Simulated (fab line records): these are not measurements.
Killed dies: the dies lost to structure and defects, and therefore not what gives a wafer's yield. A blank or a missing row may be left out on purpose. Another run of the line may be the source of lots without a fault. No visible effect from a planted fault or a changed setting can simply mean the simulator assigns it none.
Chamber matching ; flow n5 finfet ; 4 sister chambers for N5_MOL_CONTACT_COAG_ETCH_90 on rie diel-01
The step etches SiARC in CF4, target depth 13 nm, time 21.7 s. 4 wafers are shown with their chamber, then 10 later ones without.

== WAFERS PAIRED WITH THEIR CHAMBERS ==
wafer;chamber;drypump motor current A (A)
L086.4;3;5.7
L086.6;0;6.1
L091.1;2;5.2
L091.5;1;5.7

== WAFERS WITHOUT THEIR CHAMBER ==
wafer;drypump motor current A (A)
L091.6;5.7
L093.2;5.7
L093.4;6.0
L093.6;5.2
L094.2;5.7
L094.3;5.7
L094.5;5.2
L097.2;5.7
L097.5;5.2
L097.6;5.7

== EACH ONE'S CHAMBER ==
wafer;from the rows above;in truth
L091.6;can't be placed: 1 or 3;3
L093.2;can't be placed: 1 or 3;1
L093.4;0;0
L093.6;2;2
L094.2;can't be placed: 1 or 3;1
L094.3;can't be placed: 1 or 3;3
L094.5;2;2
L097.2;can't be placed: 1 or 3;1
L097.5;2;2
L097.6;can't be placed: 1 or 3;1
Placed correctly: 4 of 10. From these rows, 6 cannot be placed; in 6 the true chamber is one of the candidates. Wrongly placed: 0.
How it was worked out, from the rows above alone: a wafer's distance from a chamber is the root of the sum, over the readings, of the square of ((its reading less the chamber's mean) divided by the reading's scatter). The wafer belongs to the nearest chamber; if the next one is less than 2 further off, it can't be placed. The mean given for a chamber averages the wafers shown for that chamber. The scatter: with one shown wafer a chamber, the root of the mean of the squares of how far each hidden wafer lies from its nearest shown one.
